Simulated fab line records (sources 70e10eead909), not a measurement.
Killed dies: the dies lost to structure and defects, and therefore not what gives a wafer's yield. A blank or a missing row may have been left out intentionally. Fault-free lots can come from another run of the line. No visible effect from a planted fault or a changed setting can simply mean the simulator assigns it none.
Which tool is to blame? ; flow nand harc ; 72 wafers from 24 lots sampled at 5 of the route's 1159 steps

WHAT THE GAUGES SHOWED, per wafer
NHARC_A_CONTACT_CD_MEAS_15.
lot;measured;on;cd nm (nm)
L075;day 17 05:12;cd sem-02;90.0 89.8 89.8
L074;day 17 06:44;cd sem-03;90.5 90.8 90.7
L076;day 17 10:43;cd sem-03;89.9 90.0 90.3
L077;day 17 10:55;cd sem-02;90.8 90.7 91.2
L078;day 18 14:56;cd sem-03;89.8 90.0 90.6
L079;day 18 15:55;cd sem-01;89.5 89.5 89.8
L080;day 18 17:07;cd sem-01;89.5 89.8 90.0
L082;day 19 02:01;cd sem-02;89.3 89.8 89.3
L083;day 19 03:51;cd sem-02;90.1 90.0 90.6
L081;day 19 07:56;cd sem-03;89.9 90.3 89.9
L086;day 19 19:33;cd sem-02;89.9 90.3 90.0
L084;day 19 23:55;cd sem-01;89.6 89.4 90.0
L085;day 20 04:44;cd sem-02;90.8 89.4 90.6
L087;day 20 09:13;cd sem-03;89.9 89.5 89.9
L089;day 20 13:08;cd sem-01;90.3 90.5 90.1
L088;day 20 14:02;cd sem-03;89.8 90.0 90.0
L090;day 21 11:16;cd sem-01;89.7 89.7 89.8
L093;day 21 12:14;cd sem-02;90.4 89.3 89.4
L091;day 21 17:38;cd sem-01;90.4 89.7 89.7
L094;day 22 05:25;cd sem-02;90.0 90.0 90.4
L092;day 22 10:14;cd sem-01;89.7 89.2 90.4
L095;day 22 13:01;cd sem-02;90.1 89.6 89.9
L096;day 22 16:36;cd sem-02;89.4 89.9 89.2
L097;day 22 23:47;cd sem-03;89.9 89.4 90.0

WHICH TOOL RAN EACH LOT (tool, then ch and the chambers of the sampled wafers, then the start)
lot;NHARC_A_CONTACT_ETCH_130;NHARC_A_CONTACT_ETCH_133;NHARC_A_CONTACT_DEP_84;NHARC_A_CONTACT_DEP_85
L075;har cap etch-03 ch 0,1, day 16 21:40;har cap etch-03 ch 0,1, day 16 22:08;acl dep-01 ch 0, day 17 01:00;pecvd-03 ch 0,1, day 17 02:01
L074;har cap etch-02 ch 0,1, day 16 23:34;har cap etch-02 ch 0,1, day 17 00:00;acl dep-02 ch 0, day 17 02:25;pecvd-03 ch 0,1,2, day 17 03:32
L076;har cap etch-03 ch 0,1, day 17 02:50;har cap etch-03 ch 0,1, day 17 03:15;acl dep-02 ch 0, day 17 06:22;pecvd-03 ch 0,1,2, day 17 07:37
L077;har cap etch-01 ch 0,1, day 17 04:22;har cap etch-01 ch 0,1, day 17 04:49;acl dep-03 ch 0, day 17 06:32;pecvd-01 ch 0,1, day 17 07:50
L078;har cap etch-02 ch 0,1, day 18 05:44;har cap etch-02 ch 0,1, day 18 06:10;acl dep-02 ch 0, day 18 10:24;pecvd-02 ch 0,1,2, day 18 11:41
L079;har cap etch-01 ch 0,1, day 18 08:57;har cap etch-01 ch 0,1, day 18 09:23;acl dep-01 ch 0, day 18 11:35;pecvd-02 ch 0,1,2, day 18 12:46
L080;har cap etch-03 ch 0,1, day 18 10:38;har cap etch-03 ch 0,1, day 18 11:07;acl dep-01 ch 0, day 18 13:11;pecvd-03 ch 0,1, day 18 14:02
L082;har cap etch-02 ch 0,1, day 18 19:09;har cap etch-02 ch 0,1, day 18 19:36;acl dep-03 ch 0, day 18 21:31;pecvd-03 ch 0,1, day 18 22:38
L083;har cap etch-01 ch 0,1, day 18 20:59;har cap etch-01 ch 0,1, day 18 21:25;acl dep-02 ch 0, day 18 23:17;pecvd-03 ch 0,1, day 19 00:39
L081;har cap etch-03 ch 1, day 19 00:59;har cap etch-03 ch 1, day 19 01:25;acl dep-01 ch 0, day 19 03:15;pecvd-02 ch 1,2, day 19 04:29
L086;har cap etch-02 ch 0,1, day 19 12:05;har cap etch-02 ch 0,1, day 19 12:31;acl dep-02 ch 0, day 19 15:25;pecvd-03 ch 0,1, day 19 16:32
L084;har cap etch-03 ch 0,1, day 19 14:23;har cap etch-03 ch 0,1, day 19 14:50;acl dep-03 ch 0, day 19 18:06;pecvd-02 ch 1,2, day 19 19:10
L085;har cap etch-02 ch 0,1, day 19 20:51;har cap etch-02 ch 0,1, day 19 21:18;acl dep-02 ch 0, day 20 00:13;pecvd-02 ch 0,2, day 20 01:33
L087;har cap etch-01 ch 0,1, day 20 01:49;har cap etch-01 ch 0,1, day 20 02:14;acl dep-01 ch 0, day 20 04:01;pecvd-01 ch 0,1, day 20 05:18
L089;har cap etch-02 ch 0,1, day 20 06:14;har cap etch-02 ch 0,1, day 20 06:41;acl dep-03 ch 0, day 20 08:44;pecvd-02 ch 0,1,2, day 20 09:38
L088;har cap etch-03 ch 0,1, day 20 06:53;har cap etch-03 ch 0,1, day 20 07:20;acl dep-03 ch 0, day 20 09:34;pecvd-03 ch 0,1,2, day 20 10:52
L090;har cap etch-01 ch 0,1, day 21 01:35;har cap etch-01 ch 0,1, day 21 02:01;acl dep-03 ch 0, day 21 06:58;pecvd-03 ch 0,1, day 21 08:02
L093;har cap etch-02 ch 0,1, day 21 03:42;har cap etch-02 ch 0,1, day 21 04:08;acl dep-01 ch 0, day 21 07:46;pecvd-02 ch 0,1,2, day 21 09:04
L091;har cap etch-03 ch 0,1, day 21 10:05;har cap etch-03 ch 0,1, day 21 10:31;acl dep-03 ch 0, day 21 12:37;pecvd-03 ch 0,1,2, day 21 13:40
L094;har cap etch-03 ch 0, day 21 22:26;har cap etch-03 ch 0, day 21 22:52;acl dep-02 ch 0, day 22 00:51;pecvd-03 ch 0,1, day 22 02:08
L092;har cap etch-01 ch 0,1, day 22 03:05;har cap etch-01 ch 0,1, day 22 03:30;acl dep-03 ch 0, day 22 05:19;pecvd-03 ch 1,2, day 22 06:37
L095;har cap etch-03 ch 0,1, day 22 03:45;har cap etch-03 ch 0,1, day 22 04:11;acl dep-02 ch 0, day 22 08:44;pecvd-01 ch 0,1,2, day 22 09:47
L096;har cap etch-02 ch 0,1, day 22 09:37;har cap etch-02 ch 0,1, day 22 10:04;acl dep-03 ch 0, day 22 11:59;pecvd-03 ch 1,2, day 22 13:04
L097;har cap etch-02 ch 0,1, day 22 15:41;har cap etch-02 ch 0,1, day 22 16:07;acl dep-02 ch 0, day 22 19:19;pecvd-03 ch 0,1,2, day 22 20:38
- NHARC_A_CONTACT_ETCH_130: etches the open film in C4F8/O2/Ar, time 155 s, target depth 956 nm.
- NHARC_A_CONTACT_ETCH_133: etches the open film in C4F8/O2/Ar, time 195 s, target depth 840 nm.
- NHARC_A_CONTACT_DEP_84: deposits aC, target thk 2000 nm.
- NHARC_A_CONTACT_DEP_85: deposits SiON, target thk 50 nm.

WHAT THE TOOLS THEMSELVES READ (means of the sampled wafers that have a number; where no wafer has one, the mark that the record gives instead)
NHARC_A_CONTACT_DEP_84.
lot;tool;throttle valve pct (%)
L075;acl dep-01;35.010
L074;acl dep-02;34.994
L076;acl dep-02;34.992
L077;acl dep-03;34.994
L078;acl dep-02;34.995
L079;acl dep-01;34.999
L080;acl dep-01;35.006
L082;acl dep-03;35.010
L083;acl dep-02;35.007
L081;acl dep-01;35.007
L086;acl dep-02;34.997
L084;acl dep-03;35.003
L085;acl dep-02;34.996
L087;acl dep-01;34.990
L089;acl dep-03;34.999
L088;acl dep-03;34.996
L090;acl dep-03;34.999
L093;acl dep-01;34.999
L091;acl dep-03;34.997
L094;acl dep-02;35.006
L092;acl dep-03;35.000
L095;acl dep-02;35.002
L096;acl dep-03;35.003
L097;acl dep-02;35.001

NHARC_A_CONTACT_DEP_85.
lot;tool;heater power w (W);showerhead vpp V (V)
L075;pecvd-03;698;1157
L074;pecvd-03;703;1142
L076;pecvd-03;757;1132
L077;pecvd-01;746;1116
L078;pecvd-02;730;1176
L079;pecvd-02;785;1175
L080;pecvd-03;737;1160
L082;pecvd-03;717;1127
L083;pecvd-03;713;1147
L081;pecvd-02;861;1164
L086;pecvd-03;647;1145
L084;pecvd-02;767;1200
L085;pecvd-02;744;1154
L087;pecvd-01;784;1133
L089;pecvd-02;803;1181
L088;pecvd-03;691;1148
L090;pecvd-03;772;1141
L093;pecvd-02;730;1182
L091;pecvd-03;703;1136
L094;pecvd-03;678;1157
L092;pecvd-03;760;1158
L095;pecvd-01;782;1155
L096;pecvd-03;778;1161
L097;pecvd-03;730;1141

THE ANSWER, worked out from the rows above alone
Rule: the lots themselves supply what counts as usual. Put in order of their means at a reading, lots are off if they are a third of the lots or fewer, leave a main group of 4 or more, and stand apart from it by a gap of 3 or more times the standard deviation of the main group's means; of several such gaps the widest counts. The tables above print the reading to a certain number of digits; a main group whose means all agree to those digits is not used. Also off: a lot with no number at a reading for which 4 or more lots have one. All remaining lots with rows at the step are treated as sound. After the gauges, taken in route order, come the tools' own readings; for these a lot's mean is taken, as printed above. The first step at which some lot is off is used, and at that step the reading that is off furthest; a lot without a number counts as furthest.
No lot is off at any reading shown: from this, nothing can be told.

WHAT THE SIMULATOR HAD PUT IN
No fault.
